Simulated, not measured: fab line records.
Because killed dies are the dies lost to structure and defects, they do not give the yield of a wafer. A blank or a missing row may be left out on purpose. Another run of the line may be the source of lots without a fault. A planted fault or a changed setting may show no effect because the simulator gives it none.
Which tool is to blame? | flow n5_finfet | 60 wafers sampled from 20 lots at 1 step of a route of 1938

== WHAT EACH GAUGE READ, for each wafer ==
N5_BEOL_M13_OVL_MEAS_11.
lot  | measured     | on         | V12_OVL (nm)
L074 | day 10 16:07 | overlay-02 | 7 2 12
L076 | day 11 02:35 | overlay-01 | -2 -3 1
L077 | day 11 11:54 | overlay-01 | -4 -6 -6
L078 | day 12 04:08 | overlay-01 | 2 0 0
L079 | day 12 04:21 | overlay-01 | -1 -1 5
L080 | day 12 15:33 | overlay-02 | 1 1 -2
L082 | day 12 17:31 | overlay-02 | 7 8 -1
L081 | day 12 21:20 | overlay-01 | -5 1 5
L084 | day 12 23:36 | overlay-02 | -2 4 -8
L083 | day 13 04:58 | overlay-01 | 1 5 4
L085 | day 13 13:32 | overlay-01 | 4 -2 2
L086 | day 14 00:43 | overlay-02 | -2 3 1
L088 | day 14 21:59 | overlay-02 | 4 4 -1
L090 | day 14 22:22 | overlay-02 | 5 -5 8
L091 | day 15 03:29 | overlay-02 | 1 0 -5
L089 | day 15 09:00 | overlay-01 | 0 -3 -4
L094 | day 16 03:24 | overlay-02 | -2 12 7
L093 | day 16 03:30 | overlay-01 | -5 6 2
L096 | day 17 01:13 | overlay-02 | -1 -1 -4
L097 | day 17 07:25 | overlay-01 | 1 8 4

== EACH LOT AND THE TOOL THAT RAN IT (in order: tool; ch and the chambers of the sampled wafers; start) ==
Record: no process step prior to these readings.

== AS READ BY THE TOOLS THEMSELVES (means over the sampled wafers that have a number; for cases with no such wafer, the mark the record gives instead) ==
The record holds no such reading with a usual standard deviation.

== THE ANSWER, worked out from the rows above alone ==
Rule: the lots themselves supply what counts as usual. Put in order of their means at a reading, lots are off if they are a third of the lots or fewer, leave a main group of 4 or more, and stand apart from it by a gap of 3 or more times the standard deviation of the main group's means; of several such gaps the widest counts. A main group is skipped when, at the precision printed for the reading in the tables above, its means are all equal. A lot without any number at a reading at which 4 lots or more have one is off too. The other lots that the step has rows for count as sound. First the gauges in route order, then the tools' own readings, where a lot's mean is used as printed above. At the first step where some lot is off, the reading lying furthest off is the one used; lots without a number count as furthest.
No lot is off on any of the readings shown, so nothing can be concluded from this.

== WHAT WAS PUT IN BY THE SIMULATOR ==
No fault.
